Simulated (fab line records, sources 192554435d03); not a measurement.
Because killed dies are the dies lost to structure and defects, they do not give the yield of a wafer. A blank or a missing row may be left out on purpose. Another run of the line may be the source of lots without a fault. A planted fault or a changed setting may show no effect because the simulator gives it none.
Matching of chambers ; flow n5_finfet ; 4 sister chambers for N5_BEOL_M3_STRIP_19 on rie_diel-03
The step strips in O2. 4 wafers are shown with their chamber, then 8 later ones without.

## EACH WAFER AND ITS CHAMBER
wafer;chamber;showerhead_plenum_p_Torr (Torr)
L083.3;0;2.01
L083.5;3;2.17
L085.3;1;2.06
L084.2;2;2.10

## WAFERS WITHOUT THEIR CHAMBER
wafer;showerhead_plenum_p_Torr (Torr)
L084.3;2.01
L084.6;2.10
L090.2;2.06
L090.5;2.06
L090.6;2.09
L091.4;2.09
L091.5;2.16
L091.6;2.05

## EACH ONE'S CHAMBER
wafer;from the rows above;in truth
L084.3;0;0
L084.6;2;2
L090.2;1;1
L090.5;1;1
L090.6;2;2
L091.4;2;2
L091.5;3;3
L091.6;1;1
8 of 8 placed correctly. Not placeable from these rows: 0. Placed wrongly: 0.
How it was worked out, from the rows above alone: a wafer's distance from a chamber is the root of the sum, over the readings, of the square of ((its reading less the chamber's mean) divided by the reading's scatter). The wafer belongs to the nearest chamber; if the next one is less than 2 further off, it can't be placed. The mean given for a chamber averages the wafers shown for that chamber. The scatter: with one shown wafer a chamber, the root of the mean of the squares of how far each hidden wafer lies from its nearest shown one.
